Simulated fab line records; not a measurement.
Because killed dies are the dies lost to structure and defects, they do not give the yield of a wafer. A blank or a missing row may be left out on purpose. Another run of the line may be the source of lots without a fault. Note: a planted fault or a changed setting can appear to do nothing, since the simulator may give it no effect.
Chamber matching -- flow n5_finfet -- N5_BEOL_M1_DESCUM_16 on rie_diel-03: 4 sister chambers
The step chemistry O2, time 7 s. 4 wafers are shown with their chamber, then 7 later ones without.

WAFERS WITH THEIR CHAMBER
wafer,chamber,showerhead_plenum_p_Torr (Torr)
L082.3,2,2.12
L087.4,1,1.99
L090.1,3,2.22
L090.2,0,2.08

WAFERS WITHOUT THEIR CHAMBER
wafer,showerhead_plenum_p_Torr (Torr)
L090.3,2.11
L091.3,2.11
L091.4,2.08
L091.6,1.99
L094.1,2.22
L094.2,1.99
L094.3,2.08

WHICH CHAMBER EACH WENT THROUGH
wafer,from the rows above,in truth
L090.3,2,2
L091.3,2,2
L091.4,0,0
L091.6,1,1
L094.1,3,3
L094.2,1,1
L094.3,0,0
Correctly placed: 7 of 7. Left unplaced by these rows: 0. 0 placed wrongly.
How it was worked out, from the rows above alone: a wafer's distance from a chamber is the root of the sum, over the readings, of the square of ((its reading less the chamber's mean) divided by the reading's scatter). If the next closest chamber is less than 2 further off than the closest, the wafer can't be placed; otherwise it belongs to the closest. Each chamber's mean is taken over the wafers shown for it. The scatter (one wafer shown for each chamber): square how far every hidden wafer sits from the nearest shown wafer, average those squares and take the square root.
